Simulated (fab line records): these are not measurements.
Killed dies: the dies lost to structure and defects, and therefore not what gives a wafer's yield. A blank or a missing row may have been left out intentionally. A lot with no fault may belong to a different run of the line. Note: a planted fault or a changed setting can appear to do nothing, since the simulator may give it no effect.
Matching of chambers || flow n5-finfet || rie-diel-04 running N5_BEOL_M6_STRIP_19: 4 sister chambers
The step strips in O2. 4 wafers are shown with their chamber, then 8 later ones without.

WAFERS PAIRED WITH THEIR CHAMBERS
{"wafer": "L088.6", "chamber": 2, "throttle-valve-pct (%)": 16.59}
{"wafer": "L089.1", "chamber": 0, "throttle-valve-pct (%)": 16.41}
{"wafer": "L089.6", "chamber": 1, "throttle-valve-pct (%)": 16.32}
{"wafer": "L090.1", "chamber": 3, "throttle-valve-pct (%)": 16.22}

WAFERS WITH NO CHAMBER GIVEN
{"wafer": "L090.3", "throttle-valve-pct (%)": 16.61}
{"wafer": "L090.5", "throttle-valve-pct (%)": 16.63}
{"wafer": "L097.3", "throttle-valve-pct (%)": 16.44}
{"wafer": "L097.5", "throttle-valve-pct (%)": 16.35}
{"wafer": "L097.6", "throttle-valve-pct (%)": 16.65}
{"wafer": "L096.2", "throttle-valve-pct (%)": 16.37}
{"wafer": "L096.4", "throttle-valve-pct (%)": 16.46}
{"wafer": "L096.6", "throttle-valve-pct (%)": 16.66}

CHAMBER TAKEN BY EACH
{"wafer": "L090.3", "from the rows above": 2, "in truth": 2}
{"wafer": "L090.5", "from the rows above": 2, "in truth": 2}
{"wafer": "L097.3", "from the rows above": "can't be placed: 0 or 1", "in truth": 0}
{"wafer": "L097.5", "from the rows above": "can't be placed: 1 or 0", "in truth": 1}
{"wafer": "L097.6", "from the rows above": 2, "in truth": 2}
{"wafer": "L096.2", "from the rows above": "can't be placed: 0 or 1", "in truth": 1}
{"wafer": "L096.4", "from the rows above": "can't be placed: 0 or 2 or 1", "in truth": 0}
{"wafer": "L096.6", "from the rows above": 2, "in truth": 2}
4 of 8 placed correctly. These rows do not allow placing 4 (true chamber among the candidates in 4). Wrongly placed: 0.
How it was worked out, from the rows above alone: a wafer's distance from a chamber is the root of the sum, over the readings, of the square of ((its reading less the chamber's mean) divided by the reading's scatter). The wafer belongs to the nearest chamber; if the next one is less than 2 further off, it can't be placed. A chamber's mean is the mean of its shown wafers. The scatter: with one shown wafer a chamber, the root of the mean of the squares of how far each hidden wafer lies from its nearest shown one.
